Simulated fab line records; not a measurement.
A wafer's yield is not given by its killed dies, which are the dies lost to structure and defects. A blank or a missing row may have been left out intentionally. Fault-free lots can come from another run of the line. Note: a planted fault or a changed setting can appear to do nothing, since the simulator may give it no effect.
fab line records	flow nandHarc
record: lots: 6	wafers: 18	lastDay: 33
route steps=1302 shown A_BLC@1110 END@1302
lots that met no fault: taken from a fault-free run of the same line
startH: the number of hours between the record's first day and the start of the first shown wafer of the lot	waitH: hours elapsed since this lot's preceding step	" the same as in the row above	L1.1+2: one row covering several wafers at once	- no value present, or no start provided	* or withheld: withheld	< > ~ a bound
route shown NAME@n: names a module that has steps shown in the file, with the first one's number in the route	usual: mean/standard deviation of fault-free wafers	same: alike in all rows	chamber/n: place in a boat	sites: readings site by site	_std_site: standard deviation of those values	_edge_site: outer sites' mean less inner sites'	radiusMm: how far each site lies from the wafer's centre	mask NAME#n: copy n	behind: the tool/chamber that last shaped the wafer	hold: what put the lot on hold/how long, in hours/how the hold closed	device: the n, p or np transistor that did not switch	end of line: at the end of the route, the tests of the same wafers	a step given without rows: its recipe and nothing more	killed: dies lost to structure and defects at the first sort, not the wafer's yield	map: the dies of a wafer, with x for killed, . for not killed, _ for no die there
set.NAME: the setting that was run; set.NAME@STEP: the one run at that earlier step	model.NAME: the simulator's own value behind a step, which no gauge read
lots at selected steps of the route; one table per step, one row per wafer
services: when a tool's chamber went out of use (startH, in hours from the record's first day, below 0 if earlier), for how many hours, and the reason
== steps ==
step: NHARC_A_BLC_COAT_03
recipe: tempC: 225	timeS: 65
step: NHARC_A_BLC_COAT_04
recipe: spinRpm: 1500	resistThkNm: 90
step: NHARC_A_BLC_SOFTBAKE_05
recipe: tempC: 105	timeS: 55
step: NHARC_A_BLC_EBR_06
step: NHARC_A_BLC_EXPOSE_07
recipe: na: 1.35	targetCdNm: 100	doseMj: 67.97	maskId: A_BLC
step: NHARC_A_BLC_PEB_08
recipe: pebTempC: 100	pebTimeS: 65
step: NHARC_A_BLC_DEVELOP_09
recipe: developTimeS: 35	devTempC: 23
step: NHARC_A_BLC_CD_MEAS_10
recipe: targetCdNm: 100	landingEnergyEv: 500
usual: cdNm: 100.3/1
lot.wafer	tool	chamber	startH	waitH	cdNm
L585.2	cdSem-02	0	531.94	-	99.1
L585.3	"	0	"	"	100.2
L585.5	"	0	"	"	99.4
L586.1	cdSem-01	0	539.12	-	100.1
L586.3	"	0	"	"	100.0
L586.4	"	0	"	"	98.4
L595.2	cdSem-03	0	625.30	-	100.3
L595.4	"	0	"	"	100.2
L595.5	"	0	"	"	99.1
L598.2	cdSem-03	0	658.50	-	101.5
L598.3	"	0	"	"	100.8
L598.5	"	0	"	"	102.4
L605.2	cdSem-02	0	723.74	-	99.7
L605.5	"	0	"	"	100.2
L605.6	"	0	"	"	100.0
L607.1	cdSem-03	0	729.87	-	100.0
L607.5	"	0	"	"	100.3
L607.6	"	0	"	"	98.9
step: NHARC_A_BLC_OVL_MEAS_11
usual: overlayXNm: 0.0/0.83	overlayYNm: 0.2/0.83
lot.wafer	tool	chamber	startH	waitH	overlayXNm	overlayYNm
L585.2	overlay-01	-	532.02	-	0.0	0.7
L585.3	"	-	"	"	0.9	1.0
L585.5	"	-	"	"	0.3	0.9
L586.1	overlay-01	-	539.21	-	-1.7	-0.6
L586.3	"	-	"	"	-2.3	-0.5
L586.4	"	-	"	"	-1.3	-0.9
L595.2	overlay-01	-	625.39	-	-1.0	0.8
L595.4	"	-	"	"	-0.5	0.4
L595.5	"	-	"	"	-0.8	0.4
L598.2	overlay-02	-	658.59	-	-0.5	-0.6
L598.3	"	-	"	"	-1.0	-0.8
L598.5	"	-	"	"	-0.6	-0.3
L605.2	overlay-01	-	723.83	-	1.0	0.7
L605.5	"	-	"	"	0.9	-0.1
L605.6	"	-	"	"	0.9	-0.4
L607.1	overlay-01	-	729.96	-	-0.7	0.8
L607.5	"	-	"	"	-0.5	1.3
L607.6	"	-	"	"	-0.6	0.7
step: NHARC_A_BLC_INSPECT_12
usual: rawDefectCount: 83/38
lot.wafer	tool	chamber	startH	waitH	rawDefectCount
L585.2	defectInspect-02	-	532.06	0.0	13
L585.3	"	-	"	"	22
L585.5	"	-	"	"	22
L586.1	defectInspect-01	-	539.25	0.0	101
L586.3	"	-	"	"	119
L586.4	"	-	"	"	124
L595.2	defectInspect-01	-	625.43	0.0	128
L595.4	"	-	"	"	147
L595.5	"	-	"	"	128
L598.2	defectInspect-02	-	658.62	0.0	73
L598.3	"	-	"	"	69
L598.5	"	-	"	"	82
L605.2	defectInspect-01	-	723.87	0.0	136
L605.5	"	-	"	"	124
L605.6	"	-	"	"	132
L607.1	defectInspect-01	-	730.00	0.0	25
L607.5	"	-	"	"	36
L607.6	"	-	"	"	18
step: NHARC_A_BLC_DESCUM_15
recipe: timeS: 3	o2FlowSccm: 200	arFlowSccm: 0	biasPowerW: 0	chemistry: O2
usual: drypumpMotorCurrentA: 5.7/0.44	oesProductAu: 0.996/0.012	rfVppV: 57.8/0.87	showerheadPlenumPTorr: 1.89/0.08	throttleValvePct: 11.310/0.0095
same: timeS: 3
lot.wafer	tool	chamber	startH	waitH	drypumpMotorCurrentA	oesProductAu	rfHoursCounterH	rfVppV	showerheadPlenumPTorr	throttleValvePct
L585.3	rieDiel-08	0	532.14	0.1	5.0	0.993	12	59.5	1.90	11.319
L585.2	"	1	"	"	5.3	0.990	13	58.6	1.83	11.301
L585.5	"	2	"	"	6.2	0.985	-	58.8	2.03	11.307
L586.1	rieDiel-09	0	539.31	0.1	6.3	1.027	2	58.5	1.86	11.318
L586.3	"	2	"	"	5.7	0.985	1	56.7	1.86	11.287
L586.4	"	3	"	"	6.0	0.988	-	59.9	2.02	11.309
L595.4	rieDiel-08	2	625.50	0.1	6.2	1.000	7	57.9	2.03	11.320
L595.2	"	3	"	"	5.6	0.976	7	58.4	1.89	11.318
L595.5	"	1	"	"	5.3	0.997	-	58.2	1.83	11.308
L598.2	rieDiel-08	0	658.69	0.1	5.0	0.995	10	58.8	1.89	11.310
L598.3	"	2	"	"	6.2	1.009	10	58.6	2.03	11.313
L598.5	"	3	"	"	5.6	0.977	-	58.0	1.89	11.320
L605.2	rieDiel-09	2	723.93	0.1	5.7	1.003	2	58.4	1.86	11.321
L605.5	"	2	"	"	5.7	0.989	-	57.9	1.86	11.303
L605.6	"	3	"	"	6.0	1.008	-	57.5	2.01	11.327
L607.1	rieDiel-09	1	730.08	0.1	5.2	1.007	3	57.9	1.77	11.328
L607.5	"	2	"	"	5.7	1.004	-	56.7	1.86	11.309
L607.6	"	3	"	"	6.0	0.998	-	57.7	2.01	11.307
step: NHARC_A_BLC_ETCH_16
recipe: targetDepthA: 390	overEtchFrac: 0.3	timeS: 65	ionEnergyEv: 80	cf4FlowSccm: 150	arFlowSccm: 0	rfW: 300	biasW: 100	chemistry: CF4
usual: drypumpMotorCurrentA: 5.7/0.44	oesProductAu: 0.998/0.011	rfVppV: 151.1/1.3	runLengthS: 86.3/0.39	showerheadPlenumPTorr: 1.75/0.071	throttleValvePct: 13.284/0.009
same: timeS: 65
lot.wafer	tool	chamber	startH	waitH	drypumpMotorCurrentA	oesProductAu	rfHoursCounterH	rfVppV	runLengthS	showerheadPlenumPTorr	throttleValvePct
L585.3	rieDiel-08	1	532.21	0.1	5.3	0.997	13	149.3	86.8	1.70	13.267
L585.2	"	0	"	"	5.0	0.994	12	151.9	86.1	1.75	13.280
L585.5	"	2	"	"	6.2	0.976	-	152.1	86.7	1.87	13.296
L586.1	rieDiel-09	0	539.41	0.1	6.4	1.025	2	150.8	85.9	1.72	13.291
L586.3	"	2	"	"	5.7	0.985	1	151.2	86.1	1.72	13.290
L586.4	"	0	"	"	6.3	1.026	-	150.1	85.7	1.72	13.278
L595.4	rieDiel-08	2	625.57	0.1	6.3	1.013	7	152.7	86.3	1.87	13.285
L595.2	"	3	"	"	5.6	0.989	7	149.8	87.0	1.75	13.280
L595.5	"	2	"	"	6.2	1.006	-	151.9	86.4	1.87	13.294
L598.2	rieDiel-08	1	658.77	0.1	5.3	0.995	9	150.6	86.8	1.69	13.281
L598.3	"	2	"	"	6.2	1.011	10	152.2	86.4	1.87	13.293
L598.5	"	1	"	"	5.3	0.998	-	150.6	86.4	1.69	13.274
L605.2	rieDiel-09	1	724.03	0.1	5.2	1.002	2	150.6	86.4	1.65	13.278
L605.5	"	2	"	"	5.7	0.990	-	152.2	85.6	1.72	13.285
L605.6	"	3	"	"	6.0	1.002	-	150.5	86.9	1.85	13.286
L607.1	rieDiel-09	2	730.14	0.1	5.7	0.979	3	150.6	86.0	1.72	13.293
L607.5	"	2	"	"	5.8	0.990	-	151.3	85.6	1.72	13.268
L607.6	"	3	"	"	6.0	1.011	-	153.3	86.1	1.85	13.270
step: NHARC_A_BLC_ETCH_17
recipe: targetDepthA: 3900	overEtchFrac: 0.25	timeS: 609.38	ionEnergyEv: 200	n2FlowSccm: 150	h2FlowSccm: 150	arFlowSccm: 0	rfW: 400	biasW: 150	chemistry: N2/H2
usual: drypumpMotorCurrentA: 5.7/0.45	n2FlowSccm: 150.0/0.45	oesProductAu: 0.997/0.014	rfVppV: 429.9/2.5	runLengthS: 630.7/0.39	showerheadPlenumPTorr: 2.02/0.087	throttleValvePct: 14.171/0.0095
lot.wafer	tool	chamber	startH	waitH	drypumpMotorCurrentA	n2FlowSccm	oesProductAu	rfHoursCounterH	rfVppV	runLengthS	showerheadPlenumPTorr	throttleValvePct
L585.2	rieDiel-08	0	532.34	-	5.0	149.7	0.985	12	429.4	630.4	2.02	14.178
L585.3	"	2	"	"	6.2	149.7	0.988	13	433.4	630.9	2.17	14.171
L585.5	"	0	"	"	5.0	150.1	0.993	-	430.7	630.2	2.02	14.177
L586.1	rieDiel-09	0	539.51	-	6.4	150.1	1.042	2	427.7	630.3	1.98	14.169
L586.3	"	3	"	"	6.0	149.8	1.005	2	432.9	630.5	2.15	14.174
L586.4	"	3	"	"	6.0	149.8	1.010	-	434.6	630.4	2.15	14.187
L595.4	rieDiel-08	0	625.71	-	5.0	150.2	0.982	6	429.2	490.4	2.02	14.170
L595.2	"	1	"	"	5.3	150.1	0.987	6	428.2	631.1	1.95	14.180
L595.5	"	0	"	"	5.0	149.6	0.998	-	430.3	490.6	2.02	14.163
L598.3	rieDiel-08	2	658.95	-	6.2	149.6	0.998	10	434.1	631.0	2.17	14.175
L598.2	"	3	"	"	5.6	150.6	0.979	10	429.5	631.3	2.01	14.172
L598.5	"	0	"	"	5.0	150.1	0.994	-	428.4	490.1	2.02	14.177
L605.2	rieDiel-09	2	724.15	-	5.7	150.2	0.999	2	427.6	630.9	1.98	14.189
L605.6	"	1	"	"	5.2	150.6	1.014	-	425.6	630.7	1.89	14.187
L605.5	"	2	"	"	5.7	149.7	0.989	-	428.8	630.1	1.98	14.162
L607.1	rieDiel-09	2	730.33	-	5.7	150.8	0.993	3	430.4	630.1	1.98	14.177
L607.5	"	1	"	"	5.2	150.4	1.008	-	425.2	630.9	1.89	14.183
L607.6	"	2	"	"	5.7	150.5	0.981	-	427.6	630.3	1.98	14.187
step: NHARC_A_BLC_ETCH_18
recipe: targetDepthA: 9100	c4f8FlowSccm: 20	o2FlowSccm: 10	arFlowSccm: withheld	rfW: 600	biasW: 1500	chemistry: C4F8/O2/Ar
usual: oesProductAu: 0.948/0.026	rfVppV: 977/5.3
lot.wafer	tool	chamber	startH	waitH	oesProductAu	rfHoursCounterH	rfVppV
L585.3	rieDiel-08	0	-	-	0.980	13	979
L585.2	"	2	"	"	0.970	13	987
L585.5	"	0	"	"	0.976	-	977
L586.1	rieDiel-08	0	540.05	-	0.985	13	976
L586.3	"	1	"	"	0.995	13	973
L586.4	"	3	"	"	0.996	13	978
L595.4	rieDiel-08	0	-	-	0.920	6	979
L595.2	"	1	"	"	0.913	6	973
L595.5	"	1	"	"	0.922	-	971
L598.3	rieDiel-08	1	-	-	0.920	10	972
L598.2	"	0	"	"	0.908	10	977
L598.5	"	2	"	"	0.931	-	985
L605.2	rieDiel-09	3	-	-	0.970	2	985
L605.5	"	2	"	"	0.951	-	974
L605.6	"	3	"	"	0.970	-	984
L607.1	rieDiel-09	0	-	-	0.975	3	976
L607.5	"	1	"	"	0.988	-	968
L607.6	"	2	"	"	0.945	-	974
step: NHARC_END_SORT_01
recipe: tempC: 25
usual: killedAtArray: 61/24	killedAtOther: 1.2/1.3	killedAtPeriphery: 3.7/2.6	killedDies: 66/23	killedOpen: 3.3/1.8	killedShort: 2.4/1.6
same: grossDies: 677
lot.wafer	tool	chamber	startH	waitH	killedAtArray	killedAtOther	killedAtPeriphery	killedDies	killedOpen	killedShort
L595.4	prober-02	0	671.95	3.4	569	1	2	572	3	4
L595.5	prober-02	0	672.73	3.6	593	0	4	597	2	1
L598.5	prober-01	0	707.14	3.7	572	0	6	578	2	2
killed by level:class
L595.4 A_BLC:areaEtch=473 A_SLIT:chamberFilmFlake=36 A_CHANNEL_HOLE_D1:chamberFilmFlake=35 A_CONTACT:chamberFilmFlake=7 A_SGD_CUT:chamberFilmFlake=5 A_WL_FILL:chamberFilmFlake=4 A_STAIRCASE:chamberFilmFlake=3 A_WL_FILL:geometricParticle:short=2
L595.5 A_BLC:areaEtch=505 A_CHANNEL_HOLE_D1:chamberFilmFlake=33 A_SLIT:chamberFilmFlake=32 A_CONTACT:chamberFilmFlake=11 A_CHANNEL_HOLE_D2:chamberFilmFlake=3 A_WL_FILL:chamberFilmFlake=3 P_ZERO_WELL:chamberFilmFlake=2 A_SGD_CUT:chamberFilmFlake=2
L598.5 A_BLC:areaEtch=513 A_CHANNEL_HOLE_D1:chamberFilmFlake=36 A_STAIRCASE:chamberFilmFlake=6 A_SLIT:chamberFilmFlake=6 A_CHANNEL_HOLE_D2:chamberFilmFlake=4 P_GATE:chamberFilmFlake=2 P_CONTACT:chamberFilmFlake=2 A_CHANNEL_FILL_D2:chamberFilmFlake=2
map L595.5 (x killed, . not)
____________x____________
_________xx.x.xx_________
_______xxx.xxxxxxx_______
______.xxxxxxxxxxxx______
_____xx.xx.xxxxxxxxx_____
____xxxxxxxxxxxxxxxxx____
____xxxxxxxxxxxxxxxxx____
___xxxxxxxxxxxxxxxxxxx___
___xxxxxxxxxxxxxxxxxxx___
__xxxxxxxxxxxxxxxxxxxxx__
__xxxxxxxxxxxxxxxxxxxxx__
_xxxx.xxxxxxxxxxxxx.xxxx_
_xxxxxxxxxxxxxxxxxxxxx.x_
_xx.xxxxxxxxxxx.xxxxxxxx_
_xx.xxxxxxxxxxxxxxxxxxxx_
_xxxxxxxxxxxxxxxxxxxxxxx_
x.xxxxxxxxxxxxxxxxxxxxxxx
.xx.xxx..xxxxxxxxxxxxxxxx
x.xxxxxx.xxxxxxxxxxxxxxxx
.xx..xxxx.xxxxxxxxxxx.xxx
.xxxxxxxxxxxxxxxxxxxxxxxx
_xxx.xxx.xxxxxxxxxxxxxxx_
_x.x..xxxxxxxxxxxxxxxxxx_
_xxx.xxxx.xxxxxxxxxxxxxx_
_x.xxxxxxxxxxxxxxxxxxxxx_
_x.xxx..xxxxxxx.xxxxxxx._
__xx.xxxxxxxxxxxxxxxxxx__
__xx.xxxxxxxxxx.x.xxx.x__
___...xx.xxxxx.xxx.xxx___
___.xx...xxxxxxxx.xxxx___
____.x..xxx.xxxx.xxxx____
____.xxx.xxxxxx.xxxxx____
_____.xxxxx..xxxxxx._____
______..xxxx.x.xx..______
_______.x..xxxxx.._______
_________xx..xxx_________
____________.____________
map L598.5 (x killed, . not)
____________x____________
_________xx.xxxx_________
_______xxxxxxxxxxx_______
______xxxxxxxxxxxxx______
_____xxxxxxxxx.xxxxx_____
____xxx.xxxxxxxxxxxxx____
____xxxxxxxxxxxxxxxxx____
___xxxxxxxxxxxxxxxxxxx___
___xxxxxxxxxxxxxxxxxxx___
__xxxxxxxxxxxxxxxxxxxxx__
__xxxxxxxxxxx.xxxxxxxxx__
_xxxxxxxxxxxxxxxxxxxxxxx_
_xxx.x.xxxxxxxxxxxx.xxxx_
_xxxx.xxxxxxxxxxxxxxxxxx_
_xxxxxxxxxxxxxxxxxxxxxxx_
_xxxxxx.xxxxx.xxxxxxxxxx_
xx.xxxxxxxxxxxxxxxxxx.xxx
.xxxxxxxxxx.xx.xxxxxxxxxx
xxxxxx.xxxx.xxxxxxxxxxxxx
.x.xx.xxxxxxxxxx.xxxxx.xx
x.xxxxxx.xxxxx.xxxxxxx.xx
_xxxxxxx.xxxxxxxxxxx.xxx_
_x.xxxxxxxxx.xxxxxxxxxxx_
_...xxx.x.xxxxxxxxxxxxxx_
_xxxxxxxxxxxx.xx.xxxx..._
_x.x...xx.xxxxxx.xxxxx.x_
__xx..xx..xxxx..xxxxx.x__
__xxxxxxx.xxx.xxxxxx.xx__
___..x.xxxxxxx.xxxxxxx___
___x.xx..xx.x.xxxx.x.x___
____..x...xxx.x.xxx.x____
____x.xx.x.xx.xxxx..x____
_____..xxxxx.xxxx.xx_____
______..xxxxxxxxxxx______
_______...xx...x.x_______
_________xx...x._________
____________x____________
== services ==
tool	chamber	startH	hours	kind
rieDiel-08	0	523.80	-	clean
rieDiel-08	1	523.80	-	clean
rieDiel-08	2	523.80	-	clean
rieDiel-08	3	523.80	-	clean
rieDiel-09	1	536.99	6.1	repair
rieDiel-08	-	544.80	9.0	pm
rieDiel-08	0	544.80	9.0	ventCycle
rieDiel-08	1	544.80	9.0	ventCycle
rieDiel-08	2	544.80	9.0	ventCycle
rieDiel-08	3	544.80	9.0	ventCycle
rieDiel-08	0	553.80	-	clean
rieDiel-08	1	553.80	-	clean
rieDiel-08	2	553.80	-	clean
rieDiel-08	3	553.80	-	clean
rieDiel-09	2	559.82	6.6	repair
rieDiel-08	0	572.78	3.6	repair
rieDiel-08	0	578.30	-	clean
rieDiel-08	1	578.30	-	clean
rieDiel-08	2	578.30	-	clean
rieDiel-09	0	649.35	6.8	repair
rieDiel-09	3	655.93	14.8	repair
rieDiel-08	2	674.09	2.6	repair
rieDiel-09	-	674.10	9.0	pm
rieDiel-08	-	722.13	9.0	pm
== key ==
firstSign: step: NHARC_A_BLC_ETCH_17	reading: runLengthS	direction: down	sigmas: 99+	usual: *	struck: *
effect: step: NHARC_END_SORT_01	reading: killedDies	direction: up	sigmas: 23	usual: 66	struck: 582
moreKillsBornAt: NHARC_A_BLC_ETCH_17@rieDiel-08: 1491
metAt NHARC_A_BLC_ETCH_17
struckWafers L595.4,L595.5,L598.5
laterRowsLeftOut L595.4,L595.5,L598.5
testerLeftOut L595,L598
onsetBetween 532.34 625.71
fault: kind: processParameterDrift	tool: rieDiel-08	chamber: 0	onsetH: 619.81	steps: NHARC_A_BLC_ETCH_17	channel: timeS	offset: *	shape: step	endH: 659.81	actsIn: *	stated: *
testerLeftOut: of these lots the tester's yield and bins aren't shown, on N5 and GAA mostly nor the transistor test; their killed dies are dies lost to structure and defects alone, not to doping, threshold or leakage, so they don't give the yield
laterRowsLeftOut: the simulator's readings of these wafers behind a module that went badly wrong aren't trusted and aren't shown, but for the sort
